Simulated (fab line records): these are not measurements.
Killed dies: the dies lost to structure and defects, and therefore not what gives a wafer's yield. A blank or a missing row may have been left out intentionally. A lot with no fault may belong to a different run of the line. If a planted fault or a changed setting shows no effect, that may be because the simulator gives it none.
One fault through the eyes of 2 desks + flow n5_finfet + each desk has only its own numbers; what lay behind them comes last

== AT THE METROLOGY DESK ==
What the gauges read, lot by lot, whatever tool the lot ran on: means of the sampled wafers that have a number. The brackets show how far a lot's mean lies from the usual mean; more than 4 standard deviations puts the lot out of limits, marked OUT. 7 of its 11 readings are shown, namely those furthest out on some lot.
Columns: A = DIBL_N at N5_BEOL_M4_RC_MEAS_101, usual 36.3 mV/V; B = DIBL_P at N5_BEOL_M4_RC_MEAS_101, usual 36.2 mV/V; C = IOFF_N at N5_BEOL_M4_RC_MEAS_101, usual 0.160 nA/um; D = IOFF_P at N5_BEOL_M4_RC_MEAS_101, usual 0.21 nA/um; E = ION_N at N5_BEOL_M4_RC_MEAS_101, usual 677 uA/um; F = SS_N at N5_BEOL_M4_RC_MEAS_101, usual 71.5 mV/dec; G = VT_P at N5_BEOL_M4_RC_MEAS_101, usual -250 mV
| lot  | first seen here | A    | B    | C     | D    | E   | F    | G    |
|------|-----------------|------|------|-------|------|-----|------|------|
| L318 | day 6 12:44     | 39.9 | 39.6 | 0.216 | 0.28 | 680 | 72.1 | -247 |
| L321 | day 7 06:41     | 38.1 | 36.7 | 0.169 | 0.25 | 680 | 71.8 | -245 |
| L323 | day 7 12:40     | 38.9 | 38.1 | 0.176 | 0.25 | 680 | 71.9 | -247 |
| L324 | day 7 20:41     | 37.0 | 36.0 | 0.158 | 0.20 | 678 | 71.8 | -251 |
| L326 | day 8 06:19     | 35.2 | 34.1 | 0.140 | 0.22 | 657 | 71.3 | -247 |
| L327 | day 9 03:32     | 37.8 | 38.7 | 0.185 | 0.28 | 682 | 71.5 | -243 |
| L334 | day 10 14:39    | 35.2 | 35.1 | 0.138 | 0.18 | 674 | 71.3 | -253 |
| L336 | day 10 22:53    | 35.5 | 36.1 | 0.138 | 0.18 | 670 | 71.3 | -251 |
| L338 | day 11 19:43    | 32.8 | 30.9 | 0.112 | 0.15 | 668 | 70.5 | -254 |
| L340 | day 12 01:44    | 36.1 | 34.9 | 0.161 | 0.21 | 683 | 71.2 | -249 |
| L341 | day 12 03:18    | 36.0 | 35.8 | 0.146 | 0.17 | 673 | 71.7 | -255 |
Finding of this desk: none of the 11 lots has anything out of limits.

== AT THE TOOL OWNER'S DESK: litho_track-05 ==
The tool's own readings at N5_BEOL_M2_COAT_73 (time 60 s, resist thk 5 nm): means of the sampled wafers that have a number, for each lot that ran on this tool. The brackets show how far a lot's mean lies from the usual mean; more than 4 standard deviations puts the lot out of limits, marked OUT.
Columns: A = heater_power_total_W at N5_BEOL_M2_COAT_73, usual 391.7 W; B = plate_temp_C at N5_BEOL_M2_COAT_73, usual 204.99 C; C = resist_line_temp_C at N5_BEOL_M2_COAT_73, usual 22.98 C
| lot  | first seen here | A               | B                | C     |
|------|-----------------|-----------------|------------------|-------|
| L318 | day 6 15:44     | 391.2           | 205.02           | 22.95 |
| L323 | day 7 13:20     | 391.4           | 204.93           | 23.02 |
| L326 | day 8 06:32     | 371.9 (-14) OUT | 196.35 (-58) OUT | 23.02 |
| L327 | day 9 04:28     | 370.5 (-15) OUT | 196.59 (-56) OUT | 22.96 |
| L338 | day 11 21:17    | 390.6           | 205.07           | 22.91 |
| L340 | day 12 02:19    | 390.8           | 205.12           | 22.96 |
| L341 | day 12 03:41    | 391.1           | 205.07           | 22.92 |
This desk's verdict: out of limits on L326, L327, starting with L326 at day 8 06:32 (heater_power_total_W at N5_BEOL_M2_COAT_73). In limits: L318, L323, L338, L340, L341.

== PUT TOGETHER ==
At day 8 06:32, on L326, L327, the tool owner's desk was in a position to raise an alarm.
Metrology desk: nothing out of limits seen.
The metrology desk holds a record of L326, L327, inside its limits.
On litho_track-05, each named lot ran N5_BEOL_M2_COAT_73.

== WHAT THE SIMULATOR PUT IN ==
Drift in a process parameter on litho_track-05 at N5_BEOL_M2_COAT_73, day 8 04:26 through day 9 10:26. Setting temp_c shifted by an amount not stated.
Shown lots that were struck: L326, L327.
Delay in hours, fault start to first out-of-limits reading, by desk: the tool owner's desk at 2.
